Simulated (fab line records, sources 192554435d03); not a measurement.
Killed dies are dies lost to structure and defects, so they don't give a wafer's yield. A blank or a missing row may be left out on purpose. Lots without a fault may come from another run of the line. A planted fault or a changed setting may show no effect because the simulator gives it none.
A struck lot beside a sound one | flow n5_finfet | 14 steps out of a route of 1938
Sound: wafers L777.2, L777.4, L777.5. Struck: wafers L772.1, L772.2, L772.5. The cause comes at the end.
At each step with rows: each side's tool, then ch and its chambers, then its first start. Under that, the readings that differ: sound wafers | struck wafers | difference of the means | sigmas: that difference in standard deviations of wafers without a fault.
alike: readings whose means differ by less than 2 such deviations, and words and numbers that are the same on both sides. not compared: withheld readings, readings that some wafer has no value for, bounds like >300 that may hide the same value, and numbers for which the record gives no deviation and whose values overlap.
The two part at a step that has a row with sigmas, a row that says differs or no value, or rows on one side only. Numbers that don't overlap but have no deviation are shown without sigmas and don't part them. A reading that every wafer of one side lacks parts them only if that side has two wafers or more.

N5_MIM_BOT_ETCH_ETCH_03: etches the open film in Cl2/BCl3, target depth 12 nm.
  sound on rie_metal-03 ch 1, day 13 23:36; struck on rie_metal-02 ch 0,1, day 12 20:48
  reading               | sound          | struck         | difference | sigmas
  oes_product_au (a.u.) | 0.67 0.67 0.67 | 0.89 0.99 0.99 | +0.29      | +2
  alike: drypump_motor_current_A, throttle_valve_pct
  not compared: rf_hours_counter_h
N5_MIM_BOT_ETCH_ETCH_00: etches TiN in Cl2/BCl3, target depth 45.5 nm.
  sound on rie_metal-03 ch 1, day 13 23:41; struck on rie_metal-02 ch 0,1, day 12 20:53
  reading               | sound          | struck         | difference | sigmas
  oes_product_au (a.u.) | 0.67 0.67 0.67 | 0.89 0.99 0.99 | +0.29      | +2
  alike: drypump_motor_current_A, throttle_valve_pct
  not compared: rf_hours_counter_h
N5_MIM_BOT_ETCH_STRIP_01: strips in O2.
  sound on rie_diel-02 ch 0,2, day 13 23:50; struck on rie_diel-04 ch 0,3, day 12 21:04
  alike: drypump_motor_current_A, oes_product_au, rf_vpp_V, showerhead_plenum_p_Torr, throttle_valve_pct
  not compared: rf_hours_counter_h
then, 3 steps without rows for these wafers: N5_MIM_BOT_ETCH_STRIP_02 (strips in post etch residue remover, time 1200 s); N5_MIM_BOT_ETCH_CLEAN_05 (cleans in IPA, time 180 s); N5_MIM_BOT_ETCH_SRD_06 (time 30 s).
N5_PASSIVATION_PECVD_55: deposits SiO2 from SiH4/N2O, target thk 400 nm, time 22.5 s.
  sound on pecvd-01 ch 0,1,2, day 14 00:23; struck on pecvd-01 ch 0,2, day 12 21:36
  alike: heater_power_w, showerhead_plenum_p_Torr, throttle_valve_pct
N5_PASSIVATION_PECVD_01: deposits SiNx from SiH4/NH3/N2, target thk 200 nm, time 43.2 s.
  sound on pecvd-01 ch 0,1,2, day 14 00:25; struck on pecvd-01 ch 0,2, day 12 21:38
  alike: heater_power_w, showerhead_plenum_p_Torr, throttle_valve_pct
then, 4 steps without rows for these wafers: N5_PASSIVATION_HMDS_03 (time 60 s); N5_PASSIVATION_COAT_04; N5_PASSIVATION_EBR_06; N5_PASSIVATION_SOFTBAKE_05 (time 90 s).
N5_PASSIVATION_EXPOSE_07: exposes mask TV, defocus 0 nm, target cd 3000 nm.
  sound on krf_scanner-02 ch 0, day 14 00:37; struck on krf_scanner-01, day 12 23:42
  no value came back on the struck wafers for exposure_dose_mJ_cm2, focus_offset_nm (nm); on the sound wafers exposure_dose_mJ_cm2 reads 22.764 22.758 22.749
  alike: mask
then, 1 step without rows for these wafers: N5_PASSIVATION_PEB_08.

WHERE THEY PART
First at N5_MIM_BOT_ETCH_ETCH_03; last, within this record, at N5_PASSIVATION_EXPOSE_07.

WHY: what the simulator had put in
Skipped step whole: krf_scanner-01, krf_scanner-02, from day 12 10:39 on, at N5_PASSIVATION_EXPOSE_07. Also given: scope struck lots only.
